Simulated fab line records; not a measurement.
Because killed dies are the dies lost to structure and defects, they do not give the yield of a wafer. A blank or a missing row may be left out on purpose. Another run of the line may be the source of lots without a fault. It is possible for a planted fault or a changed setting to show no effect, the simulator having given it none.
fab line records	flow n5-finfet
[record] lots = 7	wafers = 21
route steps=1938 shown BEOL_M12@1639 BEOL_M14@1743
start-h: hours from the record's opening day to when the first of the lot's shown wafers began	wait-h: hours elapsed since this lot's preceding step	" identical to the entry in the row above	L1.1+2: a single row standing in for several wafers	- no value, or no start was given	* or withheld: withheld	< > ~ a bound
route shown NAME@n: names a module that has steps shown in the file, with the first one's number in the route	usual: average and standard deviation across the fault-free wafers	same: alike in all rows	chamber/n: place in a boat	sites: each site's reading	_std_site: standard deviation of those values	_edge_site: inner sites' mean taken away from outer sites' mean	radius-mm: for every site, how far away it sits from the centre of the wafer	mask NAME#n: copy n	behind: the most recent tool/chamber to have shaped the wafer	hold: the reason the lot was held/the length of the hold in hours/how it ended	device: the n, p or np transistor that did not switch	end of line: tests run on the same wafers once the route is complete	a step without rows: its recipe alone	killed: not the wafer's yield, but the dies lost to structure and defects at the first sort	map: per-die view of a wafer (x killed, . not killed, _ where there is no die)
set.NAME: the setting as run; set.NAME@STEP: as run at that earlier step	model.NAME: the simulator's own value behind a step, which no gauge read
lots where settings were altered on purpose, with a table for each step and a row for each wafer
[[steps]]
[step N5_BEOL_M12_TRENCH_ETCH_34]
[recipe] chemistry = C4F8/O2/Ar	target = SiOC	target-depth-a = 3189.5	mask-material = SOC	pressure-mtorr = 30	source-w = 3000	bias-w = 700	Ar_flow_sccm = 400	C4F8_flow_sccm = 15	O2_flow_sccm = 8	he-inner-torr = 15	he-outer-torr = 30	time-s = 125.5	ion-energy-ev = 250
lot.wafer	tool	chamber	start-h	wait-h	set.time-s	model.etch.depth-nm
L074.1	rie-diel-05	0	230.79	0.0	125.5	316
L074.3	"	1	"	"	118.4	295.6
L074.5	"	3	"	"	125.5	313.6
L079.1	rie-diel-05	1	249.39	0.0	125.5	319.8
L079.4	"	0	"	"	125.5	323.1
L079.5	"	2	"	"	125.5	327.5
L078.3	rie-diel-02	3	259.64	0.0	116	291.3
L078.4	"	0	"	"	125.5	319.1
L078.5	"	3	"	"	116	290.5
L086.3	rie-diel-01	2	320.50	0.0	109	270.9
L086.4	"	3	"	"	109	270
L086.6	"	2	"	"	125.5	309.5
L090.1	rie-diel-01	1	339.98	0.0	125.5	318.8
L090.5	"	1	"	"	117	296.5
L090.6	"	2	"	"	117	293.1
L091.1	rie-diel-01	1	349.81	0.0	115.3	291.6
L091.3	"	0	"	"	125.5	320.6
L091.5	"	1	"	"	115.3	291.4
L094.1	rie-diel-01	3	355.24	0.0	125.5	312
L094.3	"	0	"	"	125.5	322.3
L094.6	"	0	"	"	125.5	323.7
[step N5_BEOL_M12_STRIP_70]
[recipe] chemistry = C4F8/O2/Ar	resist = SiARC	rf-frequency-hz = 6e+07
[step N5_BEOL_M12_OCD_MEAS_35]
[usual] trench-depth-nm = 319/5
lot.wafer	tool	chamber	start-h	wait-h	set.time-s@BEOL_M12_TRENCH_ETCH_34	trench-depth-nm
L074.1	ocd-01	-	230.95	0.0	125.5	316
L074.3	"	-	"	"	118.4	296
L074.5	"	-	"	"	125.5	314
L079.1	ocd-01	-	249.54	0.0	125.5	320
L079.4	"	-	"	"	125.5	323
L079.5	"	-	"	"	125.5	328
L078.3	ocd-02	-	259.80	0.0	116	291
L078.4	"	-	"	"	125.5	319
L078.5	"	-	"	"	116	290
L086.3	ocd-02	-	320.65	0.0	109	271
L086.4	"	-	"	"	109	270
L086.6	"	-	"	"	125.5	310
L090.1	ocd-02	-	340.13	0.0	125.5	319
L090.5	"	-	"	"	117	297
L090.6	"	-	"	"	117	293
L091.1	ocd-01	-	349.96	0.0	115.3	291
L091.3	"	-	"	"	125.5	320
L091.5	"	-	"	"	115.3	291
L094.1	ocd-01	-	355.40	0.0	125.5	312
L094.3	"	-	"	"	125.5	322
L094.6	"	-	"	"	125.5	323
[step N5_BEOL_M12_STRIP_37]
[recipe] chemistry = N2/H2	power-w = 1000	temp-c = 250	h2-frac = 0.65	overash-fraction = 0.3	pressure-mtorr = withheld	n2-flow-sccm = 1750	h2-flow-sccm = 3250
[step N5_BEOL_M12_ETCH_38]
[recipe] chemistry = CF4/N2	target = SiCN	target-depth-a = 687	taper-deg = 2	time-s = 73.4	ion-energy-ev = 150	mask-material = SiO2	pressure-mtorr = 40	source-w = 430	bias-w = 70	Ar_flow_sccm = 100	cf4-flow-sccm = 60	n2-flow-sccm = 60
[step N5_BEOL_M12_ECD_47]
[recipe] material = Cu	target-thk-a = 7200
[step N5_BEOL_M12_ANNEAL_48]
[recipe] temp-c = 225	time-s = 90	ambient = N2
[step N5_BEOL_M12_CMP_49]
[recipe] stop-on = SiOC	t-overpolish-s = 20.6	down-force-psi = 1	platen-rpm = 50	clearing-platen-down-force-psi = 1.5	clearing-platen-rpm = 50	post-cmp-clean = cu-alkaline	target-thk-nm = 320	clearing-platen-pad-velocity-m-s = 0.99484	pad-velocity-m-s = 0.99484
lot.wafer	tool	chamber	start-h	wait-h	set.time-s@BEOL_M12_TRENCH_ETCH_34	model.Cu_of_BEOL_M12_ECD_47.thk-nm
L074.3	cmp-03	3	232.32	0.2	118.4	298.2
L074.1	"	1	"	"	125.5	318
L074.5	"	3	"	"	125.5	315.2
L079.1	cmp-04	1	251.33	0.3	125.5	320
L079.4	"	2	"	"	125.5	324.4
L079.5	"	1	"	"	125.5	328.2
L078.3	cmp-04	1	261.28	0.2	116	292.6
L078.4	"	2	"	"	125.5	320.8
L078.5	"	1	"	"	116	291.2
L086.4	cmp-02	0	322.04	0.2	109	270.8
L086.3	"	2	"	"	109	272.6
L086.6	"	0	"	"	125.5	309
L090.1	cmp-02	1	343.84	0.4	125.5	320.4
L090.5	"	2	"	"	117	298
L090.6	"	3	"	"	117	292
L091.1	cmp-04	2	352.61	0.3	115.3	293.2
L091.3	"	0	"	"	125.5	321.6
L091.5	"	1	"	"	115.3	292.2
L094.1	cmp-02	1	360.38	0.3	125.5	311.6
L094.3	"	2	"	"	125.5	325.6
L094.6	"	1	"	"	125.5	325
[step N5_BEOL_M12_THK_MEAS_50]
[recipe] thk-meas-gauge = xrf	reads = Cu_of_BEOL_M12_ECD_47
[usual] M12_THK = 322/5.3
lot.wafer	tool	chamber	start-h	wait-h	set.time-s@BEOL_M12_TRENCH_ETCH_34	M12_THK[nm]
L074.1	film-metro-02	-	232.58	-	125.5	324
L074.3	"	-	"	"	118.4	304
L074.5	"	-	"	"	125.5	319
L079.1	film-metro-02	-	251.59	-	125.5	326
L079.4	"	-	"	"	125.5	331
L079.5	"	-	"	"	125.5	335
L078.3	film-metro-02	-	261.54	-	116	294
L078.4	"	-	"	"	125.5	324
L078.5	"	-	"	"	116	293
L086.3	film-metro-01	-	322.31	0.2	109	275
L086.4	"	-	"	"	109	272
L086.6	"	-	"	"	125.5	313
L090.1	film-metro-02	-	344.02	-	125.5	323
L090.5	"	-	"	"	117	301
L090.6	"	-	"	"	117	294
L091.1	film-metro-02	-	352.87	-	115.3	298
L091.3	"	-	"	"	125.5	326
L091.5	"	-	"	"	115.3	295
L094.1	film-metro-01	-	360.68	-	125.5	311
L094.3	"	-	"	"	125.5	327
L094.6	"	-	"	"	125.5	325
[step N5_BEOL_M12_PRE_CLEAN_52]
[recipe] gas = NH3	time-s = 15	temp-c = withheld	rf-power-w = 300
[step N5_BEOL_M12_DEP_53]
[recipe] material = SiCN	target-thk-a = 300	temp-c = withheld	precursor = 3MS/NH3	pressure-torr = 3	rf-w = 675	time-s = 10.5
[step N5_BEOL_M12_RS_MEAS_54]
[recipe] thk-meas-gauge = four-point-probe	reads = Cu_of_BEOL_M12_ECD_47+Ta_of_BEOL_M12_SPUTTER_44+TaN_of_BEOL_M12_SPUTTER_43
[usual] M12_RS = 0.0601/0.00097
lot.wafer	tool	chamber	start-h	wait-h	set.time-s@BEOL_M12_TRENCH_ETCH_34	M12_RS[ohm/sq]
L074.1	film-metro-02	-	232.70	0.0	125.5	0.0604
L074.3	"	-	"	"	118.4	0.0648
L074.5	"	-	"	"	125.5	0.0610
L079.1	film-metro-01	-	251.71	0.0	125.5	0.0600
L079.4	"	-	"	"	125.5	0.0593
L079.5	"	-	"	"	125.5	0.0585
L078.3	film-metro-02	-	261.66	0.0	116	0.0661
L078.4	"	-	"	"	125.5	0.0598
L078.5	"	-	"	"	116	0.0662
L086.3	film-metro-02	-	322.44	0.0	109	0.0710
L086.4	"	-	"	"	109	0.0715
L086.6	"	-	"	"	125.5	0.0622
L090.1	film-metro-02	-	344.15	0.0	125.5	0.0599
L090.5	"	-	"	"	117	0.0648
L090.6	"	-	"	"	117	0.0660
L091.1	film-metro-02	-	352.99	0.0	115.3	0.0657
L091.3	"	-	"	"	125.5	0.0596
L091.5	"	-	"	"	115.3	0.0660
L094.1	film-metro-02	-	360.80	0.0	125.5	0.0617
L094.3	"	-	"	"	125.5	0.0590
L094.6	"	-	"	"	125.5	0.0591
[step N5_BEOL_M14_PEB_26]
[recipe] peb-temp-c = 130	peb-time-s = 90
lot.wafer	tool	chamber	start-h	wait-h	set.peb-temp-c
L074.1+5	litho-track-05	0	241.46	0.1	131.1
L074.3	"	0	"	"	130
L079.1+4+5	litho-track-05	0	258.49	0.1	130
L078.3	litho-track-05	0	267.28	0.0	133.2
L078.4+5	"	0	"	"	130
L086.3+6	litho-track-03	0	329.33	0.0	130
L086.4	"	0	"	"	126.5
L090.1+5	litho-track-03	0	351.22	0.1	130
L090.6	"	0	"	"	126.6
L091.1	litho-track-05	0	363.18	0.1	130
L091.3+5	"	0	"	"	127.8
L094.1+6	litho-track-02	0	367.97	0.1	130
L094.3	"	0	"	"	132.6
[step N5_BEOL_M14_DEVELOP_27]
[recipe] develop-time-s = 45	rinse-liquid = diw	dry = air-spin	dev-temp-c = 21
[step N5_BEOL_M14_HARDBAKE_32]
[recipe] temp-c = 130	time-s = 120
[step N5_BEOL_M14_CD_MEAS_28]
[recipe] target-cd-nm = 284.4	landing-energy-ev = 500	detector = se-inlens
[usual] cd-nm = 282.9/2.5
lot.wafer	tool	chamber	start-h	wait-h	set.peb-temp-c@BEOL_M14_PEB_26	cd-nm
L074.1	cd-sem-03	0	241.57	-	131.1	287.7
L074.3	"	0	"	"	130	286.1
L074.5	"	0	"	"	131.1	288.1
L079.1	cd-sem-02	0	258.61	-	130	279.8
L079.4	"	0	"	"	130	279.0
L079.5	"	0	"	"	130	284.4
L078.3	cd-sem-01	0	267.40	-	133.2	295.4
L078.4	"	0	"	"	130	284.9
L078.5	"	0	"	"	130	286.8
L086.3	cd-sem-01	0	329.45	-	130	281.8
L086.4	"	0	"	"	126.5	260.3
L086.6	"	0	"	"	130	278.9
L090.1	cd-sem-03	0	351.34	-	130	283.8
L090.5	"	0	"	"	130	283.3
L090.6	"	0	"	"	126.6	263.7
L091.1	cd-sem-03	0	363.30	-	130	283.6
L091.3	"	0	"	"	127.8	273.5
L091.5	"	0	"	"	127.8	273.1
L094.1	cd-sem-02	0	368.08	-	130	282.3
L094.3	"	0	"	"	132.6	294.8
L094.6	"	0	"	"	130	285.7
[step N5_BEOL_M14_DESCUM_33]
[recipe] chemistry = O2	time-s = 7.9	source-power-w = 50	bias-power-w = 20	pressure-mtorr = 20	rf-frequency-hz = 2.712e+07	temp-c = 40	o2-flow-sccm = 225
lot.wafer	tool	chamber	start-h	wait-h	set.peb-temp-c@BEOL_M14_PEB_26	model.BEOL_M14.cd-nm
L074.1	rie-diel-01	3	241.90	0.3	131.1	287.6
L074.3	"	2	"	"	130	286.2
L074.5	"	1	"	"	131.1	287.8
L079.1	rie-diel-02	1	258.70	0.0	130	280
L079.4	"	0	"	"	130	278.8
L079.5	"	1	"	"	130	284.2
L078.3	rie-diel-02	2	267.58	0.1	133.2	295.4
L078.4	"	3	"	"	130	284.2
L078.5	"	0	"	"	130	287
L086.3	rie-diel-02	2	329.54	0.0	130	282
L086.4	"	0	"	"	126.5	260.4
L086.6	"	1	"	"	130	278.8
L090.1	rie-diel-01	0	351.43	0.0	130	283.8
L090.5	"	2	"	"	130	283.4
L090.6	"	1	"	"	126.6	263.2
L091.1	rie-diel-01	3	363.38	0.0	130	283.8
L091.3+5	"	0,1	"	"	127.8	273
L094.1	rie-diel-01	3	368.17	0.0	130	282.6
L094.3	"	2	"	"	132.6	294.6
L094.6	"	0	"	"	130	285.4
[step N5_BEOL_M14_ETCH_67]
[recipe] chemistry = CF4	target = SiARC	target-depth-a = 1430	time-s = 238.3	ion-energy-ev = 80	pressure-mtorr = 40	source-w = 545	bias-w = 36	Ar_flow_sccm = 100	cf4-flow-sccm = 100	ends = cleared
lot.wafer	tool	chamber	start-h	wait-h	set.peb-temp-c@BEOL_M14_PEB_26	model.BEOL_M14.cd-nm
L074.1+5	rie-diel-01	3,1	241.93	0.0	131.1	283.4
L074.3	"	2	"	"	130	282.4
L079.1	rie-diel-02	1	258.73	0.0	130	275
L079.4	"	0	"	"	130	274.6
L079.5	"	1	"	"	130	279.6
L078.3	rie-diel-02	2	267.62	0.0	133.2	292
L078.4	"	3	"	"	130	279.6
L078.5	"	0	"	"	130	283
L086.3	rie-diel-02	2	329.57	0.0	130	277.8
L086.4	"	0	"	"	126.5	256
L086.6	"	1	"	"	130	274
L090.1	rie-diel-01	0	351.46	0.0	130	278.8
L090.5	"	2	"	"	130	279
L090.6	"	1	"	"	126.6	257.6
L091.1	rie-diel-01	3	363.42	0.0	130	280.2
L091.3	"	0	"	"	127.8	268.2
L091.5	"	1	"	"	127.8	268
L094.1	rie-diel-01	3	368.21	0.0	130	278.4
L094.3	"	2	"	"	132.6	291
L094.6	"	0	"	"	130	281.2
[step N5_BEOL_M14_ETCH_68]
[recipe] chemistry = N2/H2	target = SOC	mask-material = SiARC	source-w = 3000	bias-w = 350	temp-c = 40	time-s = 450	ion-energy-ev = 200	pressure-mtorr = 30	n2-flow-sccm = 200	h2-flow-sccm = 200
lot.wafer	tool	chamber	start-h	wait-h	set.peb-temp-c@BEOL_M14_PEB_26	model.BEOL_M14.cd-nm
L074.1	rie-diel-01	3	242.08	0.1	131.1	283
L074.3	"	2	"	"	130	284.8
L074.5	"	1	"	"	131.1	283.4
L079.1	rie-diel-02	1	258.88	0.1	130	271.8
L079.4	"	0	"	"	130	271.6
L079.5	"	1	"	"	130	278.4
L078.3	rie-diel-02	2	267.76	0.1	133.2	291.8
L078.4	"	3	"	"	130	278.4
L078.5	"	0	"	"	130	280.6
L086.3	rie-diel-02	2	329.72	0.1	130	277.4
L086.4	"	0	"	"	126.5	254.4
L086.6	"	1	"	"	130	275.6
L090.1	rie-diel-01	0	351.61	0.1	130	276.4
L090.5	"	2	"	"	130	281
L090.6	"	1	"	"	126.6	257.4
L091.1	rie-diel-01	3	363.57	0.1	130	278
L091.3	"	0	"	"	127.8	267.8
L091.5	"	1	"	"	127.8	267.6
L094.1	rie-diel-01	3	368.35	0.1	130	276
L094.3	"	2	"	"	132.6	291.2
L094.6	"	0	"	"	130	280
[step N5_BEOL_M14_TRENCH_ETCH_34]
[recipe] chemistry = C4F8/O2/Ar	target = SiO2	target-depth-a = 5566.5	mask-material = SOC	he-inner-torr = 15	he-outer-torr = 30	time-s = 126.9	ion-energy-ev = 800	pressure-mtorr = 20	source-w = 1905	bias-w = 2040	Ar_flow_sccm = 400	C4F8_flow_sccm = 16	O2_flow_sccm = 12
lot.wafer	tool	chamber	start-h	wait-h	set.time-s	model.etch.depth-nm
L074.1	rie-diel-01	3	242.35	0.0	126.9	545.8
L074.3	"	2	"	"	126.9	525.3
L074.5	"	1	"	"	126.9	540.6
L079.1	rie-diel-02	1	259.15	0.0	126.9	518.7
L079.4	"	0	"	"	126.9	561.6
L079.5	"	1	"	"	126.9	521.9
L078.3	rie-diel-02	2	268.04	0.0	126.9	540.7
L078.4	"	3	"	"	126.9	586.7
L078.5	"	0	"	"	126.9	552.3
L086.3	rie-diel-02	2	329.99	0.0	126.9	541.5
L086.4	"	0	"	"	99.03	428.8
L086.6	"	1	"	"	99.03	394.6
L090.1	rie-diel-01	0	351.88	0.0	126.9	569.3
L090.5	"	2	"	"	126.9	518.2
L090.6	"	1	"	"	126.9	539.3
L091.1	rie-diel-01	3	363.84	0.0	110.1	465.5
L091.3	"	0	"	"	110.1	491.6
L091.5	"	1	"	"	110.1	460.7
L094.1	rie-diel-01	3	368.63	0.0	126.9	531
L094.3	"	2	"	"	126.9	510.4
L094.6	"	0	"	"	145.8	649.9
[step N5_BEOL_M14_STRIP_70]
[recipe] chemistry = C4F8/O2/Ar	resist = SiARC	rf-frequency-hz = 6e+07
[step N5_BEOL_M14_OCD_MEAS_35]
[usual] trench-depth-nm = 551/25
lot.wafer	tool	chamber	start-h	wait-h	set.time-s@BEOL_M14_TRENCH_ETCH_34	trench-depth-nm
L074.1	ocd-01	-	242.51	0.0	126.9	546
L074.3	"	-	"	"	126.9	525
L074.5	"	-	"	"	126.9	541
L079.1	ocd-01	-	259.31	0.0	126.9	518
L079.4	"	-	"	"	126.9	562
L079.5	"	-	"	"	126.9	522
L078.3	ocd-02	-	268.20	0.0	126.9	541
L078.4	"	-	"	"	126.9	587
L078.5	"	-	"	"	126.9	552
L086.3	ocd-02	-	330.15	0.0	126.9	542
L086.4	"	-	"	"	99.03	429
L086.6	"	-	"	"	99.03	394
L090.1	ocd-01	-	352.04	0.0	126.9	569
L090.5	"	-	"	"	126.9	519
L090.6	"	-	"	"	126.9	539
L091.1	ocd-01	-	363.99	0.0	110.1	465
L091.3	"	-	"	"	110.1	492
L091.5	"	-	"	"	110.1	461
L094.1	ocd-02	-	368.78	0.0	126.9	531
L094.3	"	-	"	"	126.9	510
L094.6	"	-	"	"	145.8	650
[step N5_BEOL_M14_STRIP_37]
[recipe] chemistry = O2	power-w = 600	temp-c = 60	pressure-mtorr = 30	rf-frequency-hz = 6e+07	bias-power-w = 0	overash-fraction = 0.3	o2-flow-sccm = 225
[step N5_BEOL_M14_ETCH_38]
[recipe] chemistry = CF4/N2	target = SiCN	target-depth-a = 1065	taper-deg = 2	time-s = 120.6	ion-energy-ev = 150	mask-material = SiO2	pressure-mtorr = 40	source-w = 430	bias-w = 70	Ar_flow_sccm = 100	cf4-flow-sccm = 60	n2-flow-sccm = 60
[step N5_BEOL_M14_ECD_47]
[recipe] material = Cu	target-thk-a = 12480
[step N5_BEOL_M14_ANNEAL_48]
[recipe] temp-c = 225	time-s = 90	ambient = N2
[step N5_BEOL_M14_CMP_49]
[recipe] stop-on = SiO2	t-overpolish-s = 5.2	down-force-psi = 2	platen-rpm = 80	clearing-platen-down-force-psi = 2	clearing-platen-rpm = 80	post-cmp-clean = cu-alkaline	target-thk-nm = 560	clearing-platen-pad-velocity-m-s = 1.5917	pad-velocity-m-s = 1.5917
lot.wafer	tool	chamber	start-h	wait-h	set.time-s@BEOL_M14_TRENCH_ETCH_34	model.Cu_of_BEOL_M14_ECD_47.thk-nm
L074.1	cmp-04	1	243.67	0.3	126.9	548.6
L074.3	"	2	"	"	126.9	528.2
L074.5	"	2	"	"	126.9	544.8
L079.4	cmp-01	3	264.28	0.1	126.9	564.6
L079.1	"	2	"	"	126.9	520.8
L079.5	"	3	"	"	126.9	525
L078.3	cmp-04	0	272.20	0.2	126.9	543.4
L078.4	"	2	"	"	126.9	591.4
L078.5	"	0	"	"	126.9	554.6
L086.4	cmp-04	1	331.76	0.2	99.03	430
L086.3	"	2	"	"	126.9	544.8
L086.6	"	0	"	"	99.03	396.6
L090.1	cmp-02	2	353.27	0.3	126.9	573.8
L090.6	"	0	"	"	126.9	542.2
L090.5	"	1	"	"	126.9	520.2
L091.3	cmp-01	3	366.45	0.2	110.1	496.4
L091.1	"	2	"	"	110.1	469
L091.5	"	0	"	"	110.1	467
L094.1	cmp-02	1	372.70	0.3	126.9	533.2
L094.3	"	0	"	"	126.9	512
L094.6	"	2	"	"	145.8	654
[step N5_BEOL_M14_THK_MEAS_50]
[recipe] thk-meas-gauge = xrf	reads = Cu_of_BEOL_M14_ECD_47
[usual] M14_THK = 559/26
lot.wafer	tool	chamber	start-h	wait-h	set.time-s@BEOL_M14_TRENCH_ETCH_34	M14_THK[nm]
L074.1	film-metro-02	-	243.97	-	126.9	561
L074.3	"	-	"	"	126.9	540
L074.5	"	-	"	"	126.9	556
L079.1	film-metro-01	-	264.57	-	126.9	523
L079.4	"	-	"	"	126.9	566
L079.5	"	-	"	"	126.9	529
L078.3	film-metro-01	-	272.45	-	126.9	547
L078.4	"	-	"	"	126.9	594
L078.5	"	-	"	"	126.9	555
L086.3	film-metro-01	-	332.02	-	126.9	546
L086.4	"	-	"	"	99.03	429
L086.6	"	-	"	"	99.03	396
L090.1	film-metro-02	-	353.49	-	126.9	586
L090.5	"	-	"	"	126.9	533
L090.6	"	-	"	"	126.9	554
L091.1	film-metro-02	-	366.74	-	110.1	470
L091.3	"	-	"	"	110.1	499
L091.5	"	-	"	"	110.1	471
L094.1	film-metro-02	-	373.00	-	126.9	538
L094.3	"	-	"	"	126.9	516
L094.6	"	-	"	"	145.8	659
[step N5_BEOL_M14_PRE_CLEAN_52]
[recipe] gas = NH3	time-s = 15	temp-c = withheld	rf-power-w = 300
[step N5_BEOL_M14_DEP_53]
[recipe] material = SiCN	target-thk-a = 500	temp-c = withheld	precursor = 3MS/NH3	pressure-torr = 3	rf-w = 675	time-s = 17.8
[step N5_BEOL_M14_RS_MEAS_54]
[recipe] thk-meas-gauge = four-point-probe	reads = Cu_of_BEOL_M14_ECD_47+Ta_of_BEOL_M14_SPUTTER_44+TaN_of_BEOL_M14_SPUTTER_43
[usual] M14_RS = 0.0336/0.0016
lot.wafer	tool	chamber	start-h	wait-h	set.time-s@BEOL_M14_TRENCH_ETCH_34	M14_RS[ohm/sq]
L074.1	film-metro-02	-	244.10	0.0	126.9	0.0339
L074.3	"	-	"	"	126.9	0.0352
L074.5	"	-	"	"	126.9	0.0342
L079.1	film-metro-01	-	264.70	0.0	126.9	0.0358
L079.4	"	-	"	"	126.9	0.0329
L079.5	"	-	"	"	126.9	0.0356
L078.3	film-metro-02	-	272.58	0.1	126.9	0.0343
L078.4	"	-	"	"	126.9	0.0314
L078.5	"	-	"	"	126.9	0.0336
L086.3	film-metro-01	-	332.15	0.1	126.9	0.0341
L086.4	"	-	"	"	99.03	0.0436
L086.6	"	-	"	"	99.03	0.0475
L090.1	film-metro-02	-	353.62	0.0	126.9	0.0324
L090.5	"	-	"	"	126.9	0.0358
L090.6	"	-	"	"	126.9	0.0343
L091.1	film-metro-01	-	366.87	0.0	110.1	0.0399
L091.3	"	-	"	"	110.1	0.0376
L091.5	"	-	"	"	110.1	0.0400
L094.1	film-metro-02	-	373.13	0.0	126.9	0.0349
L094.3	"	-	"	"	126.9	0.0364
L094.6	"	-	"	"	145.8	0.0283
[[key]]
[split] step = N5_BEOL_M12_TRENCH_ETCH_34	setting = time-s	stated = 125.5	by = wafer
[response] step = N5_BEOL_M12_TRENCH_ETCH_34	reading = model.etch.depth-nm	change = +3.3	per = 1%	r = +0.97
[response] step = N5_BEOL_M12_OCD_MEAS_35	reading = trench-depth-nm	change = +3.29	per = 1%	r = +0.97
[response] step = N5_BEOL_M12_CMP_49	reading = model.Cu_of_BEOL_M12_ECD_47.thk-nm	change = +3.26	per = 1%	r = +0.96
[response] step = N5_BEOL_M12_THK_MEAS_50	reading = M12_THK	change = +3.34	per = 1%	r = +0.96
[response] step = N5_BEOL_M12_RS_MEAS_54	reading = M12_RS	change = -0.000743	per = 1%	r = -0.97
[split] step = N5_BEOL_M14_PEB_26	setting = peb-temp-c	stated = 130	by = wafer
[response] step = N5_BEOL_M14_CD_MEAS_28	reading = cd-nm	change = +6.13	per = 1%	r = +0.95
[response] step = N5_BEOL_M14_DESCUM_33	reading = model.BEOL_M14.cd-nm	change = +6.21	per = 1%	r = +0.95
[response] step = N5_BEOL_M14_ETCH_67	reading = model.BEOL_M14.cd-nm	change = +6.47	per = 1%	r = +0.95
[response] step = N5_BEOL_M14_ETCH_68	reading = model.BEOL_M14.cd-nm	change = +6.78	per = 1%	r = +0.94
[split] step = N5_BEOL_M14_TRENCH_ETCH_34	setting = time-s	stated = 126.9	by = wafer
[response] step = N5_BEOL_M14_TRENCH_ETCH_34	reading = model.etch.depth-nm	change = +6.78	per = 1%	r = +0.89
[response] step = N5_BEOL_M14_OCD_MEAS_35	reading = trench-depth-nm	change = +6.78	per = 1%	r = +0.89
[response] step = N5_BEOL_M14_CMP_49	reading = model.Cu_of_BEOL_M14_ECD_47.thk-nm	change = +6.88	per = 1%	r = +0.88
[response] step = N5_BEOL_M14_THK_MEAS_50	reading = M14_THK	change = +6.95	per = 1%	r = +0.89
[response] step = N5_BEOL_M14_RS_MEAS_54	reading = M14_RS	change = -0.000514	per = 1%	r = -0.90
